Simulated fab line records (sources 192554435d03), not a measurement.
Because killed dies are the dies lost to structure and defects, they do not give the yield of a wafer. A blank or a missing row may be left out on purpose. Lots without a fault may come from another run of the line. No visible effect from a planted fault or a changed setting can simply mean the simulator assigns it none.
fab line records + flow n5Finfet + part 2 of 2: steps 5 to 6 of 6
record
- lots=20
- wafers=60
- lastDay=18
route steps=1938 shown BEOL_M8@1378 BEOL_M9@1405
lots that met no fault: from a run of the same line without faults
startH: the number of hours between the record's first day and the start of the first shown wafer of the lot + waitH: hours elapsed since this lot's preceding step + " as in the row above + L1.1+2: one row covering several wafers at once + - either no value or no given start + * or withheld: withheld + < > ~ a bound
route shown NAME@n: names a module that has steps shown in the file, with the first one's number in the route + usual: mean and standard deviation over wafers with no fault + same: alike in all rows + chamber/n: place in a boat + sites: the reading at each site + _std_site: their standard deviation + _edge_site: inner sites' mean taken away from outer sites' mean + radiusMm: for every site, how far away it sits from the centre of the wafer + mask NAME#n: copy n + behind: the tool/chamber that last shaped the wafer + hold: the reason the lot was held/the length of the hold in hours/how it ended + device: the transistor (n, p or np) that didn't switch + end of line: the same wafers' tests at the end of the route + a step with no rows: only its recipe + killed: at the first sort, the dies lost to defects and structure; wafer yield is something else + map: the dies of a wafer, with x for killed, . for not killed, _ for no die there
set.NAME: setting as actually run; set.NAME@STEP: the setting as run at that earlier step + model.NAME: the simulator's own value behind a step, which no gauge read
steps of the route over a sample of lots; a table a step, a row a wafer
services: from which hour (startH, from the record's first day; less than 0 if before it) a tool's chamber was out of use, for how many hours, and why
## steps
# step N5_BEOL_M9_HM_OPEN_17
# recipe
- chemistry=Cl2/BCl3
- targetDepthA=200
- overetchA=60
- target=TiN
- maskMaterial=SOC
- ionEnergyEv=150
- pressureMtorr=10
- icpW=1000
- biasW=126
- Cl2_flow_sccm=53.25
- bcl3FlowSccm=21.75
- Ar_flow_sccm=25
# usual
- chamberPressureMTorr=10.000/0.0088
- drypumpMotorCurrentA=5.6/0.58
- mfcArSccm=24.99/0.081
- oesProductAu=0.70/0.084
- throttleValvePct=22.03/0.2
| lot.wafer | tool        | chamber | startH | waitH | chamberPressureMTorr | drypumpMotorCurrentA | mfcArSccm | oesProductAu | rfHoursCounterH | throttleValvePct |
|-----------|-------------|---------|--------|-------|----------------------|----------------------|-----------|--------------|-----------------|------------------|
| L074.3    | rieMetal-01 | 1       | 219.43 | 0.1   | 10.009               | 4.7                  | 25.08     | 0.77         | -               | 21.94            |
| L074.4    | "           | 0       | "      | "     | 9.995                | 6.0                  | 25.06     | 0.60         | -               | 21.84            |
| L074.6    | "           | 1       | "      | "     | 10.003               | 4.7                  | 24.97     | 0.77         | -               | 21.93            |
| L075.1    | rieMetal-02 | 1       | 229.99 | 0.0   | 10.008               | 6.6                  | 24.97     | 0.57         | 82              | 21.96            |
| L075.3    | "           | 0       | "      | "     | 10.006               | 6.0                  | 24.94     | 0.77         | -               | 22.14            |
| L075.5    | "           | 1       | "      | "     | 10.013               | 6.6                  | 25.10     | 0.56         | -               | 21.94            |
| L079.1    | rieMetal-03 | 0       | 257.30 | 0.0   | 9.997                | 5.8                  | 24.98     | 0.82         | 2               | 22.41            |
| L079.4    | "           | 1       | "      | "     | 9.991                | 5.4                  | 24.90     | 0.80         | -               | 21.90            |
| L079.6    | "           | 0       | "      | "     | 10.006               | 5.8                  | 25.03     | 0.81         | -               | 22.41            |
| L078.2    | rieMetal-01 | 1       | 257.34 | 0.0   | 9.990                | 4.8                  | 25.09     | 0.76         | 13              | 21.93            |
| L078.3    | "           | 0       | "      | "     | 9.989                | 6.0                  | 24.90     | 0.60         | -               | 21.89            |
| L078.6    | "           | 0       | "      | "     | 9.981                | 6.0                  | 24.87     | 0.61         | -               | 21.87            |
| L080.4    | rieMetal-02 | 1       | 260.79 | 0.1   | 9.993                | 6.6                  | 24.85     | 0.56         | -               | 21.96            |
| L080.5    | "           | 0       | "      | "     | 10.017               | 6.0                  | 24.96     | 0.76         | -               | 22.12            |
| L080.6    | "           | 1       | "      | "     | 10.004               | 6.5                  | 24.93     | 0.56         | -               | 21.95            |
| L082.2    | rieMetal-02 | 1       | 270.45 | 0.0   | 10.003               | 6.6                  | 24.87     | 0.56         | 85              | 21.94            |
| L082.4    | "           | 1       | "      | "     | 10.004               | 6.6                  | 24.87     | 0.55         | -               | 21.94            |
| L082.5    | "           | 0       | "      | "     | 10.015               | 6.0                  | 24.95     | 0.75         | -               | 22.16            |
| L081.3    | rieMetal-01 | 0       | 270.61 | 0.1   | 10.008               | 6.1                  | 25.04     | 0.59         | -               | 21.88            |
| L081.5    | "           | 1       | "      | "     | 10.003               | 4.7                  | 24.99     | 0.74         | -               | 21.97            |
| L081.6    | "           | 0       | "      | "     | 9.998                | 6.0                  | 25.08     | 0.59         | -               | 21.89            |
| L083.1    | rieMetal-02 | 0       | 273.64 | 0.0   | 9.998                | 6.0                  | 25.03     | 0.75         | 7               | 22.13            |
| L083.4    | "           | 1       | "      | "     | 9.994                | 6.6                  | 24.95     | 0.56         | -               | 21.93            |
| L083.6    | "           | 1       | "      | "     | 9.992                | 6.6                  | 24.93     | 0.56         | -               | 21.93            |
| L084.1    | rieMetal-03 | 0       | 280.39 | 0.0   | 10.014               | 5.7                  | 25.00     | 0.76         | 6               | 22.45            |
| L084.4    | "           | 0       | "      | "     | 10.006               | 5.8                  | 25.10     | 0.77         | -               | 22.46            |
| L084.6    | "           | 0       | "      | "     | 9.999                | 5.8                  | 25.02     | 0.77         | -               | 22.43            |
| L087.1    | rieMetal-03 | 0       | 296.34 | 0.0   | 9.986                | 5.8                  | 24.95     | 0.77         | 8               | 22.43            |
| L087.3    | "           | 0       | "      | "     | 9.978                | 5.7                  | 24.88     | 0.76         | -               | 22.45            |
| L087.5    | "           | 1       | "      | "     | 9.998                | 5.4                  | 24.87     | 0.76         | -               | 21.93            |
| L086.2    | rieMetal-01 | 0       | 298.78 | 0.0   | 10.008               | 6.0                  | 24.94     | 0.59         | 76              | 21.87            |
| L086.3    | "           | 1       | "      | "     | 10.006               | 4.7                  | 24.93     | 0.74         | -               | 21.96            |
| L086.4    | "           | 0       | "      | "     | 9.996                | 6.0                  | 25.06     | 0.60         | -               | 21.85            |
| L089.1    | rieMetal-03 | 1       | 311.70 | 0.0   | 10.013               | 5.4                  | 25.15     | 0.77         | 13              | 21.91            |
| L089.5    | "           | 0       | "      | "     | 10.014               | 5.7                  | 24.93     | 0.76         | -               | 22.44            |
| L089.6    | "           | 1       | "      | "     | 9.993                | 5.4                  | 25.00     | 0.76         | -               | 21.93            |
| L088.1    | rieMetal-03 | 1       | 315.68 | 0.0   | 9.994                | 5.4                  | 24.95     | 0.75         | 13              | 21.93            |
| L088.4    | "           | 1       | "      | "     | 10.001               | 5.4                  | 24.94     | 0.76         | -               | 21.92            |
| L088.5    | "           | 1       | "      | "     | 10.007               | 5.4                  | 24.98     | 0.76         | -               | 21.93            |
| L093.1    | rieMetal-02 | 0       | 327.43 | 0.0   | 10.012               | 6.0                  | 24.93     | 0.75         | 12              | 22.13            |
| L093.3    | "           | 1       | "      | "     | 10.012               | 6.6                  | 25.15     | 0.56         | -               | 21.93            |
| L093.4    | "           | 0       | "      | "     | 10.003               | 6.0                  | 25.02     | 0.75         | -               | 22.13            |
| L092.1    | rieMetal-01 | 1       | 327.57 | 0.0   | 10.003               | 4.7                  | 24.98     | 0.73         | 21              | 21.93            |
| L092.2    | "           | 0       | "      | "     | 10.001               | 6.0                  | 25.11     | 0.59         | 78              | 21.87            |
| L092.3    | "           | 0       | "      | "     | 9.997                | 6.0                  | 24.93     | 0.59         | -               | 21.85            |
| L091.1    | rieMetal-01 | 0       | 347.87 | 0.0   | 10.011               | 6.0                  | 24.92     | 0.58         | 81              | 21.89            |
| L091.2    | "           | 1       | "      | "     | 9.990                | 4.7                  | 25.03     | 0.72         | 24              | 21.99            |
| L091.4    | "           | 1       | "      | "     | 10.001               | 4.7                  | 24.90     | 0.73         | -               | 21.97            |
| L094.3    | rieMetal-03 | 0       | 350.25 | 0.1   | 10.008               | 5.8                  | 25.02     | 0.73         | -               | 22.48            |
| L094.4    | "           | 1       | "      | "     | 10.004               | 5.4                  | 24.90     | 0.73         | -               | 21.94            |
| L094.6    | "           | 0       | "      | "     | 9.994                | 5.8                  | 25.11     | 0.73         | -               | 22.49            |
| L096.3    | rieMetal-03 | 0       | 350.83 | 0.1   | 9.997                | 5.8                  | 25.00     | 0.75         | -               | 22.45            |
| L096.5    | "           | 0       | "      | "     | 9.988                | 5.8                  | 25.00     | 0.76         | -               | 22.44            |
| L096.6    | "           | 1       | "      | "     | 10.003               | 5.4                  | 25.14     | 0.74         | -               | 21.94            |
| L095.2    | rieMetal-01 | 0       | 355.73 | 0.0   | 10.012               | 6.1                  | 25.07     | 0.57         | 82              | 21.90            |
| L095.5    | "           | 1       | "      | "     | 9.993                | 4.7                  | 25.00     | 0.71         | -               | 21.97            |
| L095.6    | "           | 0       | "      | "     | 10.008               | 6.1                  | 24.97     | 0.58         | -               | 21.88            |
| L097.2    | rieMetal-01 | 0       | 361.08 | 0.0   | 9.980                | 6.0                  | 24.98     | 0.57         | 82              | 21.90            |
| L097.3    | "           | 1       | "      | "     | 10.013               | 4.7                  | 25.12     | 0.71         | -               | 22.00            |
| L097.5    | "           | 0       | "      | "     | 10.006               | 6.0                  | 25.12     | 0.58         | -               | 21.91            |
# step N5_BEOL_M9_OVL_MEAS_29
# recipe
- pointsPerWafer=522
# usual
- V8_OVL=-0.4/0.62
| lot.wafer | tool       | chamber | startH | waitH | V8_OVL[nm] |
|-----------|------------|---------|--------|-------|------------|
| L074.3    | overlay-01 | 0       | 221.06 | 0.0   | -0.6       |
| L074.4    | "          | 0       | "      | "     | -0.4       |
| L074.6    | "          | 0       | "      | "     | 0.0        |
| L075.1    | overlay-02 | 0       | 231.87 | 0.0   | -0.3       |
| L075.3    | "          | 0       | "      | "     | 0.3        |
| L075.5    | "          | 0       | "      | "     | -0.3       |
| L079.1    | overlay-01 | 0       | 258.95 | 0.0   | -0.7       |
| L079.4    | "          | 0       | "      | "     | -0.9       |
| L079.6    | "          | 0       | "      | "     | -0.4       |
| L078.2    | overlay-02 | 0       | 259.00 | 0.0   | -0.6       |
| L078.3    | "          | 0       | "      | "     | -1.2       |
| L078.6    | "          | 0       | "      | "     | -0.9       |
| L080.4    | overlay-02 | 0       | 261.60 | 0.0   | -0.4       |
| L080.5    | "          | 0       | "      | "     | 0.1        |
| L080.6    | "          | 0       | "      | "     | 0.1        |
| L082.2    | overlay-02 | 0       | 271.14 | 0.0   | -0.8       |
| L082.4    | "          | 0       | "      | "     | -2.0       |
| L082.5    | "          | 0       | "      | "     | -1.3       |
| L081.3    | overlay-02 | 0       | 271.34 | 0.0   | -1.8       |
| L081.5    | "          | 0       | "      | "     | -1.3       |
| L081.6    | "          | 0       | "      | "     | -0.7       |
| L083.1    | overlay-02 | 0       | 274.96 | 0.0   | -1.0       |
| L083.4    | "          | 0       | "      | "     | -1.8       |
| L083.6    | "          | 0       | "      | "     | -0.5       |
| L084.1    | overlay-02 | 0       | 281.02 | 0.0   | 0.2        |
| L084.4    | "          | 0       | "      | "     | -0.8       |
| L084.6    | "          | 0       | "      | "     | -0.7       |
| L087.1    | overlay-01 | 0       | 297.91 | 0.0   | 0.1        |
| L087.3    | "          | 0       | "      | "     | 0.2        |
| L087.5    | "          | 0       | "      | "     | 0.2        |
| L086.2    | overlay-02 | 0       | 299.30 | 0.0   | -0.5       |
| L086.3    | "          | 0       | "      | "     | -0.7       |
| L086.4    | "          | 0       | "      | "     | -0.9       |
| L089.1    | overlay-02 | 0       | 312.76 | 0.0   | 0.0        |
| L089.5    | "          | 0       | "      | "     | 0.4        |
| L089.6    | "          | 0       | "      | "     | 0.5        |
| L088.1    | overlay-01 | 0       | 318.53 | 0.0   | -0.8       |
| L088.4    | "          | 0       | "      | "     | -0.6       |
| L088.5    | "          | 0       | "      | "     | -0.5       |
| L093.1    | overlay-01 | 0       | 330.10 | 0.0   | 0.0        |
| L093.3    | "          | 0       | "      | "     | 0.5        |
| L093.4    | "          | 0       | "      | "     | -0.9       |
| L092.1    | overlay-02 | 0       | 330.29 | 0.0   | 0.3        |
| L092.2    | "          | 0       | "      | "     | 0.4        |
| L092.3    | "          | 0       | "      | "     | 0.8        |
| L091.1    | overlay-02 | 0       | 348.64 | 0.0   | -1.1       |
| L091.2    | "          | 0       | "      | "     | -0.8       |
| L091.4    | "          | 0       | "      | "     | -0.5       |
| L094.3    | overlay-02 | 0       | 351.00 | 0.0   | -1.6       |
| L094.4    | "          | 0       | "      | "     | 0.0        |
| L094.6    | "          | 0       | "      | "     | 0.3        |
| L096.3    | overlay-01 | 0       | 353.13 | 0.0   | 0.1        |
| L096.5    | "          | 0       | "      | "     | -0.9       |
| L096.6    | "          | 0       | "      | "     | 0.8        |
| L095.2    | overlay-02 | 0       | 356.31 | 0.0   | -1.1       |
| L095.5    | "          | 0       | "      | "     | 0.4        |
| L095.6    | "          | 0       | "      | "     | -0.3       |
| L097.2    | overlay-02 | 0       | 363.24 | 0.0   | -0.9       |
| L097.3    | "          | 0       | "      | "     | -1.2       |
| L097.5    | "          | 0       | "      | "     | -1.4       |
## services
| tool        | chamber | startH | hours | kind                         |
|-------------|---------|--------|-------|------------------------------|
| rieDiel-02  | -       | 195.71 | 3.6   | repair                       |
| rieDiel-01  | 0       | 199.26 | -     | clean                        |
| rieDiel-01  | 0       | 199.26 | -     | consumableReplace:focusRing  |
| rieDiel-01  | 0       | 199.26 | -     | consumableReplace:showerhead |
| rieDiel-05  | 0       | 203.48 | 8.1   | repair                       |
| rieDiel-02  | 2       | 205.00 | 27.5  | repair                       |
| rieMetal-01 | -       | 219.49 | 2.8   | pm                           |
| rieDiel-02  | 0       | 226.35 | 10.5  | repair                       |
| rieDiel-03  | -       | 239.00 | 15.6  | pm                           |
| rieDiel-02  | 3       | 241.86 | 46.0  | repair                       |
| rieDiel-05  | -       | 266.00 | 4.0   | pm                           |
| rieDiel-06  | 0       | 267.66 | 4.5   | repair                       |
| rieMetal-03 | -       | 271.03 | 0.4   | repair                       |
| rieDiel-04  | 3       | 278.44 | 4.5   | repair                       |
| rieDiel-03  | 2       | 296.51 | 115.9 | repair                       |
| rieDiel-04  | 3       | 296.85 | 3.5   | repair                       |
| rieDiel-05  | 0       | 319.99 | 7.4   | repair                       |
| rieDiel-02  | 0       | 327.18 | -     | clean                        |
| rieDiel-02  | 0       | 327.18 | -     | consumableReplace:focusRing  |
| rieDiel-02  | 0       | 327.18 | 35.0  | scheduledDown                |
| rieDiel-02  | 0       | 327.18 | 35.0  | ventCycle                    |
| rieDiel-04  | 1       | 334.75 | 7.2   | repair                       |
| rieDiel-06  | -       | 340.42 | 15.6  | pm                           |
| rieDiel-01  | 2       | 350.29 | 6.7   | repair                       |
